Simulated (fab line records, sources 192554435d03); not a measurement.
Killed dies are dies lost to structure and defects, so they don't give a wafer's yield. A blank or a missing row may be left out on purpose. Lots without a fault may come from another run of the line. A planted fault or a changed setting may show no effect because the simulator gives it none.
fab line records | flow n5_finfet
record lots=5 wafers=15 last_day=17
route steps=1938 shown BEOL_M4@1099 BEOL_M5@1112 PASSIVATION@1936
lots that met no fault: from a run of the same line without faults
start_h: hours from the record's first day to the start of the lot's first wafer shown | wait_h: hours since the lot's step before | " the same as in the row above | L1.1+2: a row that stands for several wafers | - no value, or no start given | * or withheld: withheld | < > ~ a bound
route shown NAME@n: a module of which the file shows steps, and the number in the route of the first | usual: mean/standard deviation of fault-free wafers | same: alike in all rows | chamber/n: place in a boat | sites: the reading at each site | _std_site: their standard deviation | _edge_site: outer sites' mean less inner sites' | radius_mm: how far each site lies from the wafer's centre | mask NAME#n: copy n | behind: the tool/chamber that last shaped the wafer | hold: why the lot was held/for how many hours/how that ended | device: the transistor (n, p or np) that didn't switch | end of line: the same wafers' tests at the end of the route | a step without rows: its recipe alone | killed: dies lost to structure and defects at the first sort, not the wafer's yield | map: a wafer's dies, x killed, . not, _ none there
set.NAME: the setting as run; set.NAME@STEP: as run at that earlier step | model.NAME: the simulator's own value behind a step, which no gauge read
lots at some steps of the route; a table a step, a row a wafer
services: from which hour (start_h, from the record's first day; less than 0 if before it) a tool's chamber was out of use, for how many hours, and why
## steps
# step N5_BEOL_M4_ANNEAL_95
# recipe temp_c=400 time_s=240 ambient=vacuum
# step N5_BEOL_M4_SPUTTER_96
# recipe material=Cu target_thk_a=45 temp_c=-20 chamber_pressure_pa=0.07 power_w=withheld time_s=8.29
# step N5_BEOL_M4_ECD_50
# recipe material=Cu target_thk_a=3000
# step N5_BEOL_M4_ANNEAL_51
# recipe temp_c=225 time_s=90 ambient=N2
# step N5_BEOL_M4_CMP_52
# recipe stop_on=SiOC t_overpolish_s=6.8 down_force_psi=1 platen_rpm=50 clearing_platen_down_force_psi=1.5 clearing_platen_rpm=50 post_cmp_clean=cu_alkaline target_thk_nm=40 clearing_platen_pad_velocity_m_s=0.99484 pad_velocity_m_s=0.99484
# step N5_BEOL_M4_PRE_CLEAN_60
# recipe gas=NH3/H2 time_s=15 temp_c=* rf_power_w=300
# step N5_BEOL_M4_CO_CAP_55
# recipe material=Co target_thk_a=20 temp_c=200 precursor=CCTBA/H2 pressure_torr=30 time_s=102.1
# step N5_BEOL_M4_PRE_CLEAN_56
# recipe gas=NH3 time_s=15 temp_c=withheld rf_power_w=300
# step N5_BEOL_M4_DEP_57
# recipe material=SiCN target_thk_a=80 temp_c=withheld precursor=3MS/NH3 pressure_torr=3 rf_w=202 time_s=14
# step N5_BEOL_M4_RC_MEAS_101
# usual DIBL_N=36.0/1.7 DIBL_P=35.8/2 IOFF_N=0.15/0.03 IOFF_P=0.20/0.037 ION_N=670/12 ION_P=460/7.2 SS_N=71.5/0.68 SS_P=73.2/0.65 VT_N=250/3.1 VT_P=-251/3.4
# columns lot.wafer tool chamber start_h wait_h DIBL_N[mV/V] DIBL_P[mV/V] IOFF_N[nA/um] IOFF_P[nA/um] ION_N[uA/um] ION_P[uA/um] SS_N[mV/dec] SS_P[mV/dec] VT_N[mV] VT_P[mV]
L514.1 prober-01 0 195.27 0.0 35.5 34.8 0.16 0.23 680 469 71.9 74.0 248 -245
L514.5 " 0 " " 38.2 36.7 0.20 0.28 659 462 72.4 73.9 248 -245
L514.6 " 0 " " 37.1 35.7 0.18 0.25 683 476 71.6 73.4 247 -245
L516.1 prober-01 0 200.59 0.0 39.2 40.2 0.21 0.26 693 468 72.6 73.9 246 -247
L516.3 " 0 " " 37.4 37.1 0.16 0.20 647 448 71.6 73.2 251 -252
L516.5 " 0 " " 38.4 38.5 0.18 0.24 663 452 72.5 73.3 247 -246
L515.2 prober-02 0 200.98 0.2 34.7 36.2 0.13 0.17 664 452 71.1 73.1 253 -256
L515.5 " 0 " " 34.8 36.9 0.14 0.19 663 460 72.1 73.5 252 -254
L515.6 " 0 " " 33.4 33.6 0.12 0.16 665 456 70.5 72.8 254 -255
L525.3 prober-01 0 281.96 0.3 34.1 33.9 0.12 0.18 660 455 71.3 72.6 256 -253
L525.5 " 0 " " 36.1 34.5 0.15 0.19 652 450 72.0 73.0 251 -251
L525.6 " 0 " " 34.4 34.4 0.14 0.19 680 468 70.8 73.3 250 -251
L531.1 prober-01 0 297.97 0.0 35.7 36.3 0.14 0.18 681 469 70.6 73.5 251 -254
L531.2 " 0 " " 31.8 31.9 0.10 0.13 645 445 70.0 72.4 259 -258
L531.6 " 0 " " 35.0 35.2 0.14 0.17 655 452 71.1 73.4 252 -255
# step N5_BEOL_M5_ILD_DEP_00
# recipe material=SiCOH_lowk target_thk_a=1406.4 temp_c=300 precursor=DEMS/porogen pressure_torr=5 rf_w=500 time_s=25.9
# step N5_BEOL_M5_CURE_79
# recipe temp_c=385 time_s=240 ambient=He/Ar material=SiCOH_lowk
# step N5_BEOL_M5_PECVD_70
# recipe material=SiO2 target_thk_a=160 temp_c=400 precursor=TEOS/O2 pressure_torr=5.5 rf_w=450 teos_flow_sccm=53.8 gas=O2 flow_sccm=3000 time_s=18
# step N5_BEOL_M5_HM_DEP_02
# recipe material=TiN target_thk_a=200 temp_c=25 chamber_pressure_pa=0.49996
# step N5_BEOL_M5_COAT_59
# recipe resist=SOC temp_c=250 time_s=60 spin_rpm=1500 resist_thk_nm=60
# step N5_BEOL_M5_COAT_60
# recipe resist=SiARC temp_c=220 time_s=60 spin_rpm=1500 resist_thk_nm=12
# step N5_BEOL_M5_COAT_71
# recipe resist=underlayer temp_c=205 time_s=60 spin_rpm=1500 resist_thk_nm=5
# step N5_BEOL_M5_COAT_05
# recipe resist=CAR-EUV spin_rpm=1500 resist_thk_nm=30
# step N5_BEOL_M5_EBR_07
# recipe solvent=PGMEA ebr_width_mm=1.5
# step N5_BEOL_M5_SOFTBAKE_06
# recipe temp_c=110 time_s=60 resist=CAR-EUV
# step N5_BEOL_M5_EXPOSE_08
# recipe mask_id=M5 na=0.33 source_shape=annular sigma_inner=0.4 sigma_outer=0.8 polarization=unpolarized target_cd_nm=28 dose_mj=35.75
# step N5_BEOL_M5_PEB_09
# recipe peb_temp_c=100 peb_time_s=60 resist=CAR-EUV
# step N5_BEOL_M5_DEVELOP_10
# recipe develop_time_s=30 developer=TMAH resist=CAR-EUV rinse_liquid=surfactant_rinse dry=air_spin dev_temp_c=23
# step N5_BEOL_M5_DESCUM_16
# recipe chemistry=O2 time_s=7 source_power_w=50 bias_power_w=20 pressure_mtorr=20 rf_frequency_hz=2.712e+07 temp_c=40 resist=CAR-EUV o2_flow_sccm=225
# step N5_BEOL_M5_ETCH_72
# recipe chemistry=N2/H2 target=underlayer target_depth_a=65 mask_material=CAR-EUV time_s=5.2 ion_energy_ev=200 pressure_mtorr=30 source_w=840 bias_w=150 n2_flow_sccm=200 h2_flow_sccm=200 ends=cleared
# step N5_BEOL_M5_ETCH_61
# recipe chemistry=CF4 target=SiARC target_depth_a=156 mask_material=CAR-EUV time_s=26 ion_energy_ev=80 pressure_mtorr=40 source_w=545 bias_w=36 Ar_flow_sccm=100 cf4_flow_sccm=100 ends=cleared
# step N5_BEOL_M5_ETCH_62
# recipe chemistry=N2/H2 target=SOC target_depth_a=750 overetch_a=150 mask_material=SiARC temp_c=40 time_s=112.5 ion_energy_ev=200 pressure_mtorr=30 source_w=840 bias_w=150 n2_flow_sccm=200 h2_flow_sccm=200
# step N5_BEOL_M5_STRIP_63
# recipe chemistry=N2/H2 temp_c=40 n2_flow_sccm=200 h2_flow_sccm=200 rf_frequency_hz=6e+07
# step N5_BEOL_M5_STRIP_73
# recipe chemistry=N2/H2 temp_c=40 n2_flow_sccm=200 h2_flow_sccm=200 rf_frequency_hz=6e+07
# step N5_BEOL_M5_STRIP_64
# recipe chemistry=CF4 resist=SiARC power_w=300 bias_power_w=75 pressure_mtorr=50 cf4_flow_sccm=150 rf_frequency_hz=6e+07
# step N5_BEOL_M5_HM_OPEN_17
# recipe chemistry=Cl2/BCl3 target_depth_a=200 overetch_a=60 target=TiN mask_material=SOC ion_energy_ev=150 pressure_mtorr=10 icp_w=1000 bias_w=126 Cl2_flow_sccm=53.25 bcl3_flow_sccm=21.75 Ar_flow_sccm=25
# step N5_BEOL_M5_STRIP_19
# recipe chemistry=O2 power_w=400 temp_c=40 pressure_mtorr=30 rf_frequency_hz=6e+07 bias_power_w=0 overash_fraction=0.2 o2_flow_sccm=225
# step N5_BEOL_M5_COAT_65
# recipe resist=SOC temp_c=250 time_s=60 spin_rpm=1500 resist_thk_nm=60
# step N5_BEOL_M5_COAT_66
# recipe resist=SiARC temp_c=220 time_s=60 spin_rpm=1500 resist_thk_nm=12
# step N5_BEOL_M5_ETCH_67
# recipe chemistry=CF4 target=SiARC target_depth_a=156 mask_material=CAR-EUV time_s=26 ion_energy_ev=80 pressure_mtorr=40 source_w=545 bias_w=36 Ar_flow_sccm=100 cf4_flow_sccm=100 ends=cleared
# usual bias_w=36.00/0.1 cf4_flow_sccm=100.1/0.34 drypump_motor_current_A=5.9/0.4 etch_rf_on_time_s=25.8/0.66 oes_product_au=0.66/0.079 rf_vpp_V=184.1/1.3 showerhead_plenum_p_Torr=2.14/0.08 throttle_valve_pct=15.69/0.25
# columns lot.wafer tool chamber start_h wait_h bias_w cf4_flow_sccm drypump_motor_current_A etch_rf_on_time_s oes_product_au rf_hours_counter_h rf_vpp_V showerhead_plenum_p_Torr throttle_valve_pct model.CAR-EUV_of_BEOL_M5_COAT_22.thk_nm
L516.1 rie_diel-06 1 204.86 0.0 - - - - - - - - - 20.4
L516.3 " 3 " " - - - - - - - - - 20.2
L516.5 " 1 " " - - - - - - - - - 20.2
L514.1 rie_diel-06 3 205.25 0.0 - - - - - - - - - 20.4
L514.5 " 0 " " - - - - - - - - - 20.4
L514.6 " 3 " " - - - - - - - - - 20.4
L515.2 rie_diel-01 2 205.35 0.0 - - - - - - - - - 20.4
L515.5 " 2 " " - - - - - - - - - 20.4
L515.6 " 3 " " - - - - - - - - - 20.4
L525.3 rie_diel-01 1 285.65 0.0 36.06 100.3 6.1 27.4 0.58 244 182.6 2.11 15.94 11.2
L525.5 " 2 " " 35.85 100.5 5.2 25.0 0.76 - 182.9 2.08 15.39 11.2
L525.6 " 3 " " 36.03 100.5 5.6 25.3 0.60 - 184.9 2.21 15.91 11
L531.1 rie_diel-05 1 301.73 0.0 36.06 100.3 6.0 25.2 0.62 205 183.4 2.13 15.57 11
L531.2 " 0 " " 36.07 100.5 6.4 25.5 0.75 31 185.1 2.27 15.75 11.2
L531.6 " 2 " " 35.95 99.9 6.2 24.8 0.82 - 185.1 2.28 15.10 11.2
# step N5_BEOL_M5_ETCH_68
# recipe chemistry=N2/H2 target=SOC target_depth_a=800 overetch_a=160 mask_material=SiARC temp_c=40 time_s=120 ion_energy_ev=200 pressure_mtorr=30 source_w=840 bias_w=150 n2_flow_sccm=200 h2_flow_sccm=200
# usual bias_w=149.9/0.4 chamber_pressure_mTorr=30.002/0.027 drypump_motor_current_A=5.9/0.4 oes_product_au=0.58/0.064 rf_vpp_V=523.7/2.7 showerhead_plenum_p_Torr=2.54/0.1 throttle_valve_pct=17.9/0.32
# columns lot.wafer tool chamber start_h wait_h bias_w chamber_pressure_mTorr drypump_motor_current_A oes_product_au rf_hours_counter_h rf_vpp_V showerhead_plenum_p_Torr throttle_valve_pct
L516.1 rie_diel-06 1 204.89 0.0 148.8 30.029 5.2 0.26 234 521.3 2.50 17.6
L516.3 " 3 " " 150.4 29.970 6.2 0.28 167 523.3 2.53 18.2
L516.5 " 1 " " 149.5 30.000 5.2 0.26 - 523.2 2.50 17.6
L514.1 rie_diel-06 3 205.28 0.0 150.3 30.019 6.2 0.27 167 522.8 2.53 18.2
L514.5 " 0 " " 150.0 30.039 5.7 0.28 - 523.0 2.55 18.1
L514.6 " 3 " " 150.1 29.999 6.2 0.27 - 522.8 2.53 18.3
L515.2 rie_diel-01 2 205.38 0.0 149.9 30.013 5.2 0.34 21 521.7 2.48 17.6
L515.5 " 2 " " 149.9 30.008 5.2 0.34 - 520.4 2.48 17.6
L515.6 " 3 " " 150.6 30.022 5.7 0.26 - 525.9 2.62 18.0
L525.3 rie_diel-01 1 285.68 0.0 149.8 29.986 6.1 0.54 244 522.8 2.49 18.0
L525.5 " 2 " " 150.5 30.021 5.2 0.66 - 521.7 2.47 17.7
L525.6 " 3 " " 149.9 29.991 5.6 0.53 - 527.1 2.61 18.1
L531.1 rie_diel-05 1 301.76 0.0 150.3 29.965 6.1 0.55 205 523.5 2.51 17.6
L531.2 " 0 " " 149.2 30.015 6.4 0.67 31 528.3 2.71 18.1
L531.6 " 2 " " 150.4 29.964 6.2 0.70 - 528.5 2.70 17.1
# step N5_PASSIVATION_PROBE_49
# usual defect_limited_yield=91.4/1.5 killed_at_M0_to_M3=32/9.8 killed_at_M4_up=15/5.6 killed_at_contacts=12/5.4 killed_at_front_end=40/13 killed_at_other=3.0/2.1 killed_dies=102/17 killed_on_rim=14/4.4 killed_open=67/13 killed_short=32/7.1 sort_bin_5_function=5.1/0.96 sort_bin_6_memory=3.2/0.7 sort_n_pass=1078/18 sort_yield_pct=91.3/1.5
# same gross_dies=1180 killed_at_back_side=0 sort_bin_4_leakage[%]=0 sort_bin_8_speed[%]=0
# columns lot.wafer tool chamber start_h wait_h defect_limited_yield[%] killed_at_M0_to_M3 killed_at_M4_up killed_at_contacts killed_at_front_end killed_at_other killed_dies killed_on_rim killed_open killed_short sort_bin_5_function[%] sort_bin_6_memory[%] sort_n_pass sort_yield_pct[%]
L515.2 prober-02 - 313.03 0.1 0 31 1104 12 26 7 1180 152 57 25 96.9 2.9 0 0
L515.5 prober-02 - 313.18 0.2 0 32 1117 12 18 1 1180 152 49 25 97.7 2.1 0 0
L515.6 prober-02 - 313.23 0.3 0 24 1113 17 23 3 1180 152 60 24 97.4 2.3 0 0
L525.3 prober-02 - 384.48 0.1 88.9 48 14 16 47 6 131 13 91 38 6.4 4.4 1049 88.9
L525.5 prober-02 - 384.58 0.2 90.9 30 19 10 45 3 107 4 76 22 5.6 2.7 1073 90.9
L525.6 prober-02 - 384.63 0.3 90.0 40 26 16 35 1 118 17 84 33 6.3 3.7 1062 90.0
L531.1 prober-02 - 408.83 0.0 91.4 46 7 14 32 3 102 9 59 38 4.6 3.1 1078 91.4
L531.2 prober-02 - 408.88 0.1 90.5 37 9 6 52 8 112 18 75 35 5.3 3.7 1068 90.5
L531.6 prober-02 - 409.08 0.3 91.1 34 22 6 37 6 105 9 68 36 5.0 3.4 1075 91.1
# killed by level:class
L515.2 BEOL_M5:area_etch=1097 MOL_CONTACT_COAG:geometric_particle:open=10 BEOL_M0_SAQP:geometric_particle:open=10 BEOL_M4:geometric_particle:open=5 BEOL_M1:geometric_particle:open=5 BEOL_M0_SAQP:geometric_particle:short=4 BEOL_M2:geometric_particle:open=4 STARTING-WAFER:geometric_particle:open=4
L515.5 BEOL_M5:area_etch=1106 MOL_CONTACT_COAG:geometric_particle:open=9 BEOL_M0_SAQP:geometric_particle:short=9 BEOL_M3:geometric_particle:open=8 BEOL_M4:geometric_particle:open=6 STI_FIN_REVEAL:geometric_particle:open=4 BEOL_M0_SAQP:geometric_particle:open=4 BEOL_M0:geometric_particle:short=4
L515.6 BEOL_M5:area_etch=1096 MOL_CONTACT_COAG:geometric_particle:open=15 BEOL_M4:geometric_particle:open=9 FIN_SAQP:geometric_particle:open=5 BEOL_M1:geometric_particle:open=5 BEOL_M0:geometric_particle:open=4 BEOL_M3:geometric_particle:open=4 FIN_SAQP:geometric_particle:short=3
L525.3 BEOL_M3:geometric_particle:open=15 MOL_CONTACT_COAG:geometric_particle:open=12 STI_FIN_REVEAL:geometric_particle:open=10 BEOL_M2:geometric_particle:open=9 BEOL_M4:geometric_particle:open=9 DUMMY_GATE:geometric_particle:open=8 FIN_SAQP:geometric_particle:short=6 BEOL_M0_SAQP:geometric_particle:short=6
L525.5 BEOL_M4:geometric_particle:open=14 STI_FIN_REVEAL:geometric_particle:open=13 BEOL_M3:geometric_particle:open=11 MOL_CONTACT_COAG:geometric_particle:open=10 DUMMY_GATE:geometric_particle:open=9 BEOL_M0_SAQP:geometric_particle:short=7 HKMG_FIN:area_etch=6 GATE_CUT:geometric_particle:short=4
L525.6 BEOL_M4:geometric_particle:open=19 MOL_CONTACT_COAG:geometric_particle:open=12 BEOL_M0_SAQP:geometric_particle:open=9 STI_FIN_REVEAL:geometric_particle:open=9 BEOL_M3:geometric_particle:open=8 BEOL_M0_SAQP:geometric_particle:short=7 BEOL_M1:geometric_particle:open=5 FIN_SAQP:geometric_particle:short=4
L531.1 BEOL_M0_SAQP:geometric_particle:short=10 MOL_CONTACT_COAG:geometric_particle:open=9 BEOL_M3:geometric_particle:open=9 BEOL_M0_SAQP:geometric_particle:open=8 GATE_CUT:geometric_particle:open=5 MOL_CONTACT_COAG:geometric_particle:short=5 BEOL_M1:geometric_particle:open=5 STARTING-WAFER:geometric_particle:short=5
L531.2 STI_FIN_REVEAL:geometric_particle:open=17 BEOL_M3:geometric_particle:open=10 FIN_SAQP:geometric_particle:open=7 BEOL_M0_SAQP:geometric_particle:open=7 BEOL_M0_SAQP:geometric_particle:short=7 ILD0:geometric_particle:open=6 STI_FIN_REVEAL:geometric_particle:short=5 BEOL_M0:geometric_particle:open=5
L531.6 BEOL_M0_SAQP:geometric_particle:open=13 BEOL_M4:geometric_particle:open=12 BEOL_M0_SAQP:geometric_particle:short=8 STI_FIN_REVEAL:geometric_particle:open=7 GATE_CUT:geometric_particle:short=6 MOL_CONTACT_COAG:geometric_particle:open=6 ILD0:geometric_particle:short=4 BEOL_M3:geometric_particle:open=4
# map L515.2 (x killed, . not)
_________________xxxxxxxxxxxx________________
______________xxxxxxxxxxxxxxxxxx_____________
___________xxxxxxxxxxxxxxxxxxxxxxxx__________
__________xxxxxxxxxxxxxxxxxxxxxxxxxx_________
________xxxxxxxxxxxxxxxxxxxxxxxxxxxxxx_______
_______xxxxxxxxxxxxxxxxxxxxxxxxxxxxxxxx______
______xxxxxxxxxxxxxxxxxxxxxxxxxxxxxxxxxx_____
_____xxxxxxxxxxxxxxxxxxxxxxxxxxxxxxxxxxxx____
____xxxxxxxxxxxxxxxxxxxxxxxxxxxxxxxxxxxxxx___
___xxxxxxxxxxxxxxxxxxxxxxxxxxxxxxxxxxxxxxxx__
___xxxxxxxxxxxxxxxxxxxxxxxxxxxxxxxxxxxxxxxx__
__xxxxxxxxxxxxxxxxxxxxxxxxxxxxxxxxxxxxxxxxxx_
__xxxxxxxxxxxxxxxxxxxxxxxxxxxxxxxxxxxxxxxxxx_
_xxxxxxxxxxxxxxxxxxxxxxxxxxxxxxxxxxxxxxxxxxxx
_xxxxxxxxxxxxxxxxxxxxxxxxxxxxxxxxxxxxxxxxxxxx
_xxxxxxxxxxxxxxxxxxxxxxxxxxxxxxxxxxxxxxxxxxxx
_xxxxxxxxxxxxxxxxxxxxxxxxxxxxxxxxxxxxxxxxxxxx
_xxxxxxxxxxxxxxxxxxxxxxxxxxxxxxxxxxxxxxxxxxxx
_xxxxxxxxxxxxxxxxxxxxxxxxxxxxxxxxxxxxxxxxxxxx
_xxxxxxxxxxxxxxxxxxxxxxxxxxxxxxxxxxxxxxxxxxxx
_xxxxxxxxxxxxxxxxxxxxxxxxxxxxxxxxxxxxxxxxxxxx
__xxxxxxxxxxxxxxxxxxxxxxxxxxxxxxxxxxxxxxxxxx_
__xxxxxxxxxxxxxxxxxxxxxxxxxxxxxxxxxxxxxxxxxx_
___xxxxxxxxxxxxxxxxxxxxxxxxxxxxxxxxxxxxxxxx__
___xxxxxxxxxxxxxxxxxxxxxxxxxxxxxxxxxxxxxxxx__
____xxxxxxxxxxxxxxxxxxxxxxxxxxxxxxxxxxxxxx___
_____xxxxxxxxxxxxxxxxxxxxxxxxxxxxxxxxxxxx____
______xxxxxxxxxxxxxxxxxxxxxxxxxxxxxxxxxx_____
_______xxxxxxxxxxxxxxxxxxxxxxxxxxxxxxxx______
________xxxxxxxxxxxxxxxxxxxxxxxxxxxxxx_______
__________xxxxxxxxxxxxxxxxxxxxxxxxxx_________
___________xxxxxxxxxxxxxxxxxxxxxxxx__________
______________xxxxxxxxxxxxxxxxxx_____________
_________________xxxxxxxxxxxx________________
# map L525.3 (x killed, . not)
_________________.........x..________________
______________.........x.xxx...._____________
___________..x.......x.............__________
__________.............xx...x...x..._________
________...x..............x..........._______
_______....x...........x.x..x.......x..______
______..........x........x.x............_____
_____........x............x............x.____
____.............x..........x....x........___
___.....x...x........x.x....x..............__
___...........x........x...x.......x...x...__
__..........x........x......x.....x........x_
__x.x............x.x.......x........x..x...._
_........................x.......x.x.x.......
_..x.......x..x........x.....................
_.....x....x.............................x..x
_............xx............x....x............
_........xx...x.......x.x.x.x.............x..
_....x.x..................x......x...........
_..x..x..........x..x...x.........x......x...
_.............................x..............
__.................x................x.x....._
__..........x......x....x................x.._
___.....x....x....x.x.....x....x...........__
___.....x..x.......x.x..x.......x.......x..__
____............x............x.x..........___
_____...........x......x...x.............____
______x.........x....x.......x.........._____
_______......x......xx..............x..______
________..x..............xx.....x....._______
__________........................x._________
___________.......x................__________
______________x.x.......x.x....._____________
_________________......xx....________________
## services
# columns tool chamber start_h hours kind
rie_diel-06 0 190.33 6.5 repair
rie_diel-05 0 192.88 - clean
rie_diel-05 0 192.88 - consumable_replace:focus_ring
rie_diel-05 0 192.88 - consumable_replace:showerhead
rie_diel-05 0 192.88 15.2 scheduled_down
rie_diel-05 0 192.88 15.2 vent_cycle
rie_diel-06 2 195.78 28.7 repair
rie_diel-05 1 197.55 24.1 repair
rie_diel-05 1 244.64 5.5 repair
rie_diel-01 0 249.43 3.8 repair
rie_diel-05 2 250.16 - clean
rie_diel-05 2 250.16 - consumable_replace:focus_ring
rie_diel-05 2 250.16 - consumable_replace:showerhead
rie_diel-05 2 250.16 21.8 scheduled_down
rie_diel-05 2 250.16 21.8 vent_cycle
rie_diel-06 1 259.30 - clean
rie_diel-06 1 259.30 - consumable_replace:focus_ring
rie_diel-06 1 259.30 16.3 scheduled_down
rie_diel-06 1 259.30 16.3 vent_cycle
rie_diel-01 2 265.90 16.8 repair
rie_diel-05 3 298.74 - clean
rie_diel-05 3 298.74 - consumable_replace:focus_ring
rie_diel-05 3 298.74 22.1 scheduled_down
rie_diel-05 3 298.74 22.1 vent_cycle
## key
first_sign step=N5_BEOL_M5_ETCH_67 reading=tool_record direction=missing
effect step=N5_BEOL_M5_ETCH_68 reading=oes_product_au direction=down sigmas=4.6 usual=0.58 struck=0.29
effect step=N5_PASSIVATION_PROBE_49 reading=killed_at_M4_up direction=up sigmas=99+ usual=15 struck=1111
model_effect step=N5_BEOL_M5_ETCH_67 value=CAR-EUV_of_BEOL_M5_COAT_22.thk_nm without=11.13 struck=20.36
more_kills_born_at N5_BEOL_M5_ETCH_67@rie_diel-01=3299
met_at N5_BEOL_M5_ETCH_67
struck_wafers L514.1,L514.5,L514.6,L515.2,L515.5,L515.6,L516.1,L516.3,L516.5
rows_end L514.1,L514.5,L514.6,L516.1,L516.3,L516.5
later_rows_left_out L515.2,L515.5,L515.6
fault kind=skipped_step_whole tool=rie_diel-01,rie_diel-06 chamber=- onset_h=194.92 steps=N5_BEOL_M5_ETCH_67 scope=struck_lots_only
# later_rows_left_out: the simulator's readings of these wafers behind a module that went badly wrong aren't trusted and aren't shown, but for the sort
# rows_end: these wafers met a further fault down the route, and their rows from its step on are left out
